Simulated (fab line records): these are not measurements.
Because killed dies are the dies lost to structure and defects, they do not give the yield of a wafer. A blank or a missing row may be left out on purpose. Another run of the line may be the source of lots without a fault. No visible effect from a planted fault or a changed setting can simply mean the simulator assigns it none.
Which of the tools did it?	flow n5-finfet	24 lots, 72 wafers sampled, at 2 steps of a route of 1938

WHAT THE GAUGES READ, wafer by wafer
N5_BEOL_M2_THK_MEAS_01.
lot	measured	on	M2_ILD_THK (nm)
L074	day 6 18:01	film-metro-02	79.0 76.3 77.8
L075	day 6 21:15	film-metro-02	79.7 79.8 79.3
L076	day 6 23:59	film-metro-01	79.1 80.1 80.0
L077	day 7 10:01	film-metro-02	75.8 78.2 77.4
L078	day 7 15:55	film-metro-01	79.5 80.3 81.3
L079	day 7 16:03	film-metro-02	78.8 78.8 81.2
L080	day 7 21:58	film-metro-01	77.5 78.2 77.1
L081	day 8 15:10	film-metro-02	77.1 77.4 77.8
L082	day 8 18:51	film-metro-01	78.0 79.7 79.9
L084	day 8 23:19	film-metro-02	77.0 76.7 77.4
L083	day 9 01:11	film-metro-01	77.5 79.9 79.8
L085	day 9 17:14	film-metro-01	77.7 79.1 78.6
L086	day 10 02:02	film-metro-02	80.0 76.5 80.9
L087	day 10 05:59	film-metro-01	78.4 80.6 79.6
L088	day 10 07:50	film-metro-02	78.5 78.7 79.3
L089	day 10 12:41	film-metro-01	78.2 79.0 80.5
L091	day 10 17:49	film-metro-01	77.6 79.8 78.1
L090	day 10 18:44	film-metro-01	76.6 78.5 77.1
L092	day 11 03:00	film-metro-02	79.9 78.5 77.9
L093	day 11 10:35	film-metro-01	77.7 79.5 79.5
L094	day 11 16:08	film-metro-01	77.8 81.1 78.2
L095	day 11 18:19	film-metro-01	78.7 77.0 79.6
L097	day 12 09:20	film-metro-02	78.0 79.9 79.0
L096	day 12 18:56	film-metro-01	77.2 77.1 76.8

EACH LOT AND THE TOOL THAT RAN IT (in order: tool; ch and the chambers of the sampled wafers; start)
lot	N5_BEOL_M1_SPUTTER_96
L074	pvd-sputter-02, day 6 16:50
L075	pvd-sputter-03, day 6 20:01
L076	pvd-sputter-03, day 6 22:34
L077	pvd-sputter-02, day 7 08:50
L078	pvd-sputter-01, day 7 14:44
L079	pvd-sputter-02, day 7 14:46
L080	pvd-sputter-03, day 7 20:47
L081	pvd-sputter-03, day 8 13:57
L082	pvd-sputter-02, day 8 17:40
L084	pvd-sputter-03, day 8 22:08
L083	pvd-sputter-03, day 9 00:01
L085	pvd-sputter-02, day 9 16:02
L086	pvd-sputter-02, day 10 00:48
L087	pvd-sputter-01, day 10 04:47
L088	pvd-sputter-03, day 10 06:40
L089	pvd-sputter-02, day 10 11:28
L091	pvd-sputter-01, day 10 16:38
L090	pvd-sputter-03, day 10 16:56
L092	pvd-sputter-01, day 11 01:49
L093	pvd-sputter-01, day 11 09:24
L094	pvd-sputter-01, day 11 14:17
L095	pvd-sputter-01, day 11 17:08
L097	pvd-sputter-02, day 12 08:08
L096	pvd-sputter-03, day 12 17:45
- N5_BEOL_M1_SPUTTER_96: material Cu, target thk 4.5 nm, time 8.29 s.

AS READ BY THE TOOLS THEMSELVES (means over the sampled wafers that have a number; for cases with no such wafer, the mark the record gives instead)
N5_BEOL_M1_SPUTTER_96.
lot	tool	throttle-valve-pct (%)
L074	pvd-sputter-02	30.2
L075	pvd-sputter-03	30.2
L076	pvd-sputter-03	31.7
L077	pvd-sputter-02	30.2
L078	pvd-sputter-01	30.3
L079	pvd-sputter-02	30.5
L080	pvd-sputter-03	30.3
L081	pvd-sputter-03	30.0
L082	pvd-sputter-02	30.5
L084	pvd-sputter-03	30.2
L083	pvd-sputter-03	29.3
L085	pvd-sputter-02	30.4
L086	pvd-sputter-02	30.5
L087	pvd-sputter-01	30.8
L088	pvd-sputter-03	30.9
L089	pvd-sputter-02	30.5
L091	pvd-sputter-01	31.0
L090	pvd-sputter-03	29.3
L092	pvd-sputter-01	31.0
L093	pvd-sputter-01	30.8
L094	pvd-sputter-01	30.8
L095	pvd-sputter-01	31.0
L097	pvd-sputter-02	30.5
L096	pvd-sputter-03	31.1

THE ANSWER, worked out from the rows above alone
Rule: usual is defined by the lots themselves. Put in order of their means at a reading, lots are off if they are a third of the lots or fewer, leave a main group of 4 or more, and stand apart from it by a gap of 3 or more times the standard deviation of the main group's means; of several such gaps the widest counts. A main group is skipped when, at the precision printed for the reading in the tables above, its means are all equal. A lot without any number at a reading at which 4 lots or more have one is off too. All remaining lots with rows at the step are treated as sound. Order of review: gauges by route order, followed by the tools' own readings, for which a lot's mean as printed above is used. The first step at which some lot is off is used, and at that step the reading that is off furthest; a lot without a number counts as furthest.
Across all readings shown, no lot is off: no conclusion can be drawn from this.

WHAT WAS PUT IN BY THE SIMULATOR
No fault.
